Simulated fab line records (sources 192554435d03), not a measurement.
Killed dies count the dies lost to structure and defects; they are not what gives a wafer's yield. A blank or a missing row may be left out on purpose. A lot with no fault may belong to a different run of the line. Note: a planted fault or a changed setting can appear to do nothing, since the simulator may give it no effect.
Split-lot trial | flow n5_finfet | route with 1938 steps; 7 lots, 39 wafers read

## THE SPLIT ITSELF
At N5_FIN_SAQP_SPACER2_ALD_28 (deposits SiO2, target thk 8.1 nm, pulse time 1 s, purge time 2 s), the setting target_thk_a was moved away from the recipe's 81 angstrom on 18 of the 39 wafers read, by -59.7% to +49.9%. This setting was run at the recipe's value on the other wafers.

## FROM THE SPLIT TO THE READING: what the file shows between them, 9 steps
- N5_FIN_SAQP_SPACER2_ETCHBACK_29: etches SiO2 in CHF3/O2, target depth 12.2 nm, time 6.1 s
- N5_FIN_SAQP_MANDREL2_REMOVE_60: chemistry HBr/Cl2/O2, target a-Si, stops on SiNx, bt time 10 s
- N5_FIN_SAQP_CD_MEAS_31: target cd 8 nm
- N5_FIN_SAQP_HM_OPEN_33: chemistry CH3F/O2, target SiNx, target depth 49.4 nm, time 70.6 s
- N5_FIN_SAQP_ETCH_34: etches SiO2 in C4F6/O2, target depth 45 nm, time 15 s
- N5_FIN_SAQP_STRIP_77: strips in N2/H2, time 90 s
- N5_FIN_SAQP_HM_CD_35: target cd 8 nm
- N5_FIN_SAQP_ETCH_64: etches SiO2 in CF4, target depth 1.5 nm
- N5_FIN_SAQP_FIN_ETCH_36: etches the open film in HBr/Cl2/O2, target depth 120 nm, time 50.4 s

## THE READING
cd_nm at N5_FIN_SAQP_CD_MEAS_37, given in nm (cd target 8 nm). On this fab line, fault-free wafers typically give 8.13 nm with a standard deviation of 0.26 nm.

wafer  | tool, chamber at the split | target_thk_a as run, angstrom | against the recipe | cd_nm, nm | against lot-mates on the recipe
L075.2 | ald_sin-01, 1              | 81                            | recipe             | 8.12      | -
L075.4 | ald_sin-01, 2              | 81                            | recipe             | 8.38      | -
L075.5 | ald_sin-01, 1              | 81                            | recipe             | 8.06      | -
L076.1 | ald_sin-01, 2,2,0          | 121.4                         | +49.9%             | 12.01     | +3.84
L076.2 | ald_sin-01, 0,1,1          | 81                            | recipe             | 8.38      | -
L076.3 | ald_sin-01, 0,1,1          | 81                            | recipe             | 8.19      | -
L076.4 | ald_sin-01, 2,2,0          | 121.4                         | +49.9%             | 12.39     | +4.22
L076.5 | ald_sin-01, 0,1,1          | 81                            | recipe             | 7.94      | -
L076.6 | ald_sin-01, 2,2,0          | 121.4                         | +49.9%             | 12.25     | +4.08
L080.1 | ald_sin-04, 0              | 81                            | recipe             | 7.67      | -
L080.2 | ald_sin-04, 3,2,1          | 63.18                         | -22.0%             | 6.75      | -1.24
L080.3 | ald_sin-04, 1,2            | 81                            | recipe             | 8.06      | -
L080.4 | ald_sin-04, 1,2            | 81                            | recipe             | 8.25      | -
L080.5 | ald_sin-04, 3,2,1          | 63.18                         | -22.0%             | 6.15      | -1.84
L080.6 | ald_sin-04, 3,2,1          | 63.18                         | -22.0%             | 6.92      | -1.07
L085.1 | ald_sin-03, 0,1,0          | 53.8                          | -33.6%             | 5.18      | -2.85
L085.2 | ald_sin-03, 0,1,0          | 53.8                          | -33.6%             | 5.29      | -2.74
L085.3 | ald_sin-03, 2,1            | 81                            | recipe             | 8.16      | -
L085.4 | ald_sin-03, 0,1,0          | 53.8                          | -33.6%             | 5.53      | -2.50
L085.5 | ald_sin-03, 2              | 81                            | recipe             | 8.07      | -
L085.6 | ald_sin-03, 2,1            | 81                            | recipe             | 7.87      | -
L087.1 | ald_sin-03, 0,3,2          | 81                            | recipe             | 8.07      | -
L087.2 | ald_sin-03, 0,3,2          | 81                            | recipe             | 7.84      | -
L087.3 | ald_sin-03, 0,3,2          | 81                            | recipe             | 8.26      | -
L087.4 | ald_sin-03, 1,0,3          | 32.61                         | -59.7%             | 3.36      | -4.70
L087.5 | ald_sin-03, 1,0,3          | 32.61                         | -59.7%             | 3.52      | -4.54
L087.6 | ald_sin-03, 1,0,3          | 32.61                         | -59.7%             | 3.41      | -4.65
L090.1 | ald_sin-04, 2,3,1          | 48.64                         | -40.0%             | 4.82      | -3.44
L090.2 | ald_sin-04, 2,3,1          | 48.64                         | -40.0%             | 4.95      | -3.31
L090.3 | ald_sin-04, 0,0,3          | 81                            | recipe             | 8.23      | -
L090.4 | ald_sin-04, 2,3,1          | 48.64                         | -40.0%             | 5.35      | -2.91
L090.5 | ald_sin-04, 0,0,3          | 81                            | recipe             | 8.15      | -
L090.6 | ald_sin-04, 0,0,3          | 81                            | recipe             | 8.41      | -
L091.1 | ald_sin-04, 2,1            | 81                            | recipe             | 8.18      | -
L091.2 | ald_sin-04, 3,2            | 35.02                         | -56.8%             | 3.82      | -4.50
L091.3 | ald_sin-04, 2,1            | 81                            | recipe             | 8.39      | -
L091.4 | ald_sin-04, 0              | 35.02                         | -56.8%             | 3.14      | -5.18
L091.5 | ald_sin-04, 3,2            | 35.02                         | -56.8%             | 3.37      | -4.95
L091.6 | ald_sin-04, 3              | 81                            | recipe             | 8.39      | -
Rows listing several chambers each stand for several wafers; the file does not say which wafer went through which chamber.

THE FIT
A straight line over all 39 wafers: cd_nm changes by +0.0807 nm for each +1% of target_thk_a; r = +1.00; the points scatter about the line by 0.23 nm.
The same after taking each lot's own level away (the mean of its wafers on the recipe; 39 wafers): +0.0808 nm for each +1%; r = +0.99; scatter 0.24 nm.
On that fit, the largest move of target_thk_a shifts the reading by 4.8 nm.
From 7.993 to 8.320 nm: that is the span of the lots' own levels, equal to 1.3 times the standard deviation above.
The two slopes agree, so the slope changes little with the lot-to-lot level.
Check: for one of the wafers moved furthest among these (-59.7%), held out of the fit, the line's prediction against its lot-mates is -4.81 nm. Against them it came out at -4.7 nm.

## THESE WAFERS: OTHER SPLITS
These wafers also went through other splits before the reading. Each is held against what the fit with the lots' levels taken away leaves over:
other split on the same wafers | wafers away from the commonest value | r with cd_nm (lot level and that fit taken away)
N5_FIN_SAQP_PECVD_06 time_s    | 9                                    | +0.10

## THE WHOLE CHAIN: every reading that the file lists as answering this split, in the file's order
step                           | what it does                                                     | reading                                                                                 | change (the file's fit)                | r (the file's)
N5_FIN_SAQP_SPACER2_ALD_28     | deposits SiO2, target thk 8.1 nm, pulse time 1 s, purge time 2 s | SiO2_of_FIN_SAQP_SPACER2_ALD_28.thk_nm (the simulator's own value, which no gauge read) | +0.08 nm for each +1% of the setting   | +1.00
N5_FIN_SAQP_MANDREL2_REMOVE_60 | chemistry HBr/Cl2/O2, target a-Si, stops on SiNx, bt time 10 s   | FIN_SAQP.cd_nm (the simulator's own value, which no gauge read)                         | +0.0806 nm for each +1% of the setting | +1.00
N5_FIN_SAQP_CD_MEAS_31         | target cd 8 nm                                                   | cd_nm                                                                                   | +0.0802 nm for each +1% of the setting | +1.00
N5_FIN_SAQP_ETCH_34            | etches SiO2 in C4F6/O2, target depth 45 nm, time 15 s            | FIN_SAQP.cd_nm (the simulator's own value, which no gauge read)                         | +0.0802 nm for each +1% of the setting | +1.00
N5_FIN_SAQP_HM_CD_35           | target cd 8 nm                                                   | cd_nm                                                                                   | +0.0795 nm for each +1% of the setting | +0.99
N5_FIN_SAQP_CD_MEAS_37         | target cd 8 nm                                                   | cd_nm                                                                                   | +0.0805 nm for each +1% of the setting | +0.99

## FILE'S OWN FIT
cd_nm changes by +0.0805 nm for each +1% of target_thk_a, r = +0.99.
